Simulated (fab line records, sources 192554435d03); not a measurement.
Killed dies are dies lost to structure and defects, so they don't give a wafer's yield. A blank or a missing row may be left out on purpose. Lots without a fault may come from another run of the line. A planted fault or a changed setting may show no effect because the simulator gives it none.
One fault seen from 2 desks | flow n5_finfet | each desk has only its own numbers; what lay behind them comes last

THE METROLOGY DESK
What the gauges read, lot by lot, whatever tool the lot ran on: means of the sampled wafers that have a number. A lot is out of limits, marked OUT, if its mean lies more than 4 standard deviations from the usual mean; the brackets give that distance. Of its 10 readings 7 are shown: those that lie furthest out on some lot.
Columns: A = DIBL_N at N5_BEOL_M4_RC_MEAS_101, usual 36.4 mV/V; B = DIBL_P at N5_BEOL_M4_RC_MEAS_101, usual 35.8 mV/V; C = IOFF_N at N5_BEOL_M4_RC_MEAS_101, usual 0.158 nA/um; D = IOFF_P at N5_BEOL_M4_RC_MEAS_101, usual 0.21 nA/um; E = SS_P at N5_BEOL_M4_RC_MEAS_101, usual 73.4 mV/dec; F = VT_N at N5_BEOL_M4_RC_MEAS_101, usual 249.8 mV; G = VT_P at N5_BEOL_M4_RC_MEAS_101, usual -250 mV
lot  | first seen here | A    | B    | C     | D    | E    | F     | G
L308 | day 9 19:14     | 37.9 | 38.6 | 0.185 | 0.22 | 74.0 | 247.2 | -252
L309 | day 10 10:10    | 35.1 | 32.8 | 0.122 | 0.19 | 72.6 | 253.2 | -249
L312 | day 11 02:13    | 35.9 | 35.2 | 0.146 | 0.21 | 73.3 | 252.8 | -248
L316 | day 12 12:55    | 36.1 | 35.9 | 0.149 | 0.18 | 72.6 | 250.6 | -252
L319 | day 12 18:44    | 35.5 | 34.6 | 0.145 | 0.19 | 73.0 | 250.7 | -251
L320 | day 13 14:19    | 37.0 | 35.5 | 0.175 | 0.22 | 73.3 | 245.9 | -249
L323 | day 14 12:35    | 36.7 | 36.2 | 0.156 | 0.19 | 73.4 | 250.5 | -254
L325 | day 14 17:02    | 36.5 | 36.5 | 0.155 | 0.22 | 73.5 | 250.5 | -250
L327 | day 15 10:07    | 31.8 | 31.8 | 0.109 | 0.16 | 72.3 | 254.5 | -253
This desk's finding: nothing out of limits on any of the 9 lots.

THE TOOL OWNER'S DESK: rie_metal-01
The tool's own readings at N5_GATE_CUT_ETCH_56 (etches TiN in Cl2/Ar, target depth 21.6 nm): means of the sampled wafers that have a number, for each lot that ran on this tool. A lot is out of limits, marked OUT, if its mean lies more than 4 standard deviations from the usual mean; the brackets give that distance.
Columns: A = bias_w at N5_GATE_CUT_ETCH_56, usual 59.99 W; B = drypump_motor_current_A at N5_GATE_CUT_ETCH_56, usual 5.7 A; C = oes_product_au at N5_GATE_CUT_ETCH_56, usual 0.75 a.u.; D = throttle_valve_pct at N5_GATE_CUT_ETCH_56, usual 20.88 %
lot  | first seen here | A                       | B   | C    | D
L308 | day 5 08:22     | 60.02                   | 6.2 | 0.67 | 21.05
L312 | day 6 08:30     | 59.98                   | 6.2 | 0.69 | 21.04
L316 | day 7 13:18     | 76.94 (+99 or more) OUT | 6.4 | 0.67 | 21.01
L319 | day 8 08:20     | 76.90 (+99 or more) OUT | 6.0 | 0.76 | 20.96
This desk's finding: out of limits on L316, L319; first on L316, day 7 13:18 (bias_w at N5_GATE_CUT_ETCH_56). In limits: L308, L312.

PUT TOGETHER
The tool owner's desk could have raised an alarm at day 7 13:18, on L316, L319.
The metrology desk saw nothing out of limits.
The metrology desk has L316, L319 on record, within its limits.
Of the lots named, all ran N5_GATE_CUT_ETCH_56 on rie_metal-01.

WHAT THE SIMULATOR HAD PUT IN
Process parameter drift: rie_metal-01, from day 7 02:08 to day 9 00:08, at N5_GATE_CUT_ETCH_56. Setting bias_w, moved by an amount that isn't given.
Lots struck among those shown: L316, L319.
Hours from the fault's start to each desk's first reading out of limits: the tool owner's desk, 11.
